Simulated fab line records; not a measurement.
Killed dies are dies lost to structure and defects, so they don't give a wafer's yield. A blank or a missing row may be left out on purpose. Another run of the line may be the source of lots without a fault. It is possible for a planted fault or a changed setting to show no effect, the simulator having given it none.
One fault seen from 3 desks || flow nand_harc || each desk holds nothing but its own numbers, with what lay behind them at the end

## FOR THE TOOL OWNER'S DESK: litho_track-04
At NHARC_A_CHANNEL_HOLE_D1_SOFTBAKE_05 (time 55 s), the tool's own readings, given per lot that ran on this tool as the mean of the sampled wafers with a number. Any lot whose mean is over 4 standard deviations away from the usual mean is out of limits and marked OUT; that distance is given in the brackets.
Columns: A = heater_power_total_W at NHARC_A_CHANNEL_HOLE_D1_SOFTBAKE_05, usual 188.44 W; B = resist_line_temp_C at NHARC_A_CHANNEL_HOLE_D1_SOFTBAKE_05, usual 23.02 C
{"lot": "L666", "first seen here": "day 9 06:00", "A": 188.45, "B": 22.96}
{"lot": "L670", "first seen here": "day 10 18:00", "A": 188.39, "B": 23.17}
{"lot": "L672", "first seen here": "day 11 15:00", "A": 188.30, "B": 23.03}
{"lot": "L679", "first seen here": "day 14 10:00", "A": 188.37, "B": 23.08}
{"lot": "L681", "first seen here": "day 15 04:00", "A": "191.42 (+23) OUT", "B": 23.08}
{"lot": "L682", "first seen here": "day 15 22:00", "A": "191.59 (+24) OUT", "B": 22.93}
Finding of this desk: L681, L682 out of limits; the first was L681 at day 15 04:00, on heater_power_total_W at NHARC_A_CHANNEL_HOLE_D1_SOFTBAKE_05. L666, L670, L672, L679: within limits.

## FROM THE METROLOGY DESK
Means of the sampled wafers that have a number, per lot and without regard to the tool the lot ran on: this is what the gauges read. Any lot whose mean is over 4 standard deviations away from the usual mean is out of limits and marked OUT; that distance is given in the brackets.
Columns: A = thk_nm at NHARC_A_ONON_D1_THK_MEAS_27, usual 1001 nm
{"lot": "L666", "first seen here": "day 8 21:08", "A": 1006}
{"lot": "L668", "first seen here": "day 9 19:29", "A": 1006}
{"lot": "L670", "first seen here": "day 10 15:32", "A": 999}
{"lot": "L669", "first seen here": "day 10 15:33", "A": 1015}
{"lot": "L672", "first seen here": "day 11 08:31", "A": 1013}
{"lot": "L671", "first seen here": "day 11 08:31", "A": 1010}
{"lot": "L679", "first seen here": "day 14 03:16", "A": 1002}
{"lot": "L681", "first seen here": "day 15 01:13", "A": 973}
{"lot": "L682", "first seen here": "day 15 17:46", "A": 1007}
{"lot": "L683", "first seen here": "day 16 05:46", "A": 1016}
{"lot": "L685", "first seen here": "day 16 14:28", "A": 992}
{"lot": "L686", "first seen here": "day 17 02:50", "A": 1044}
{"lot": "L687", "first seen here": "day 18 01:08", "A": 987}
Result from this desk: across the 13 lots, nothing is out of limits.

## THE DEFECT DESK
What the inspections along the route counted, lot by lot: means of the sampled wafers that have a number. Any lot whose mean is over 4 standard deviations away from the usual mean is out of limits and marked OUT; that distance is given in the brackets.
Columns: A = raw_defect_count at NHARC_A_CHANNEL_HOLE_D1_INSPECT_12, usual 5.9
{"lot": "L666", "first seen here": "day 9 06:49", "A": 9.3}
{"lot": "L668", "first seen here": "day 10 01:16", "A": 6.3}
{"lot": "L670", "first seen here": "day 10 19:20", "A": 5.7}
{"lot": "L669", "first seen here": "day 10 19:35", "A": 3.7}
{"lot": "L672", "first seen here": "day 11 16:25", "A": 3.0}
{"lot": "L671", "first seen here": "day 11 17:44", "A": 6.3}
{"lot": "L679", "first seen here": "day 14 11:19", "A": 3.3}
{"lot": "L681", "first seen here": "day 15 05:10", "A": 5.0}
{"lot": "L682", "first seen here": "day 15 22:43", "A": 4.3}
{"lot": "L683", "first seen here": "day 16 09:44", "A": 9.7}
{"lot": "L685", "first seen here": "day 16 21:37", "A": 4.3}
{"lot": "L686", "first seen here": "day 17 06:46", "A": 6.3}
{"lot": "L687", "first seen here": "day 18 06:15", "A": 5.0}
Result from this desk: across the 13 lots, nothing is out of limits.

## ALL TOGETHER
At day 15 04:00, on L681, L682, the tool owner's desk was in a position to raise an alarm.
The metrology desk saw nothing out of limits.
Nothing out of limits was seen by the defect desk.
The metrology desk holds a record of L681, L682, inside its limits.
The defect desk has L681, L682 on record, within its limits.
Every lot named ran NHARC_A_CHANNEL_HOLE_D1_SOFTBAKE_05 on litho_track-04.

## WHAT THE SIMULATOR PUT IN
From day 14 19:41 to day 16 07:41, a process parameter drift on litho_track-04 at NHARC_A_CHANNEL_HOLE_D1_SOFTBAKE_05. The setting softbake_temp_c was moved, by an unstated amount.
Shown lots that were struck: L681, L682.
Delay in hours, fault start to first out-of-limits reading, by desk: the tool owner's desk at 8.
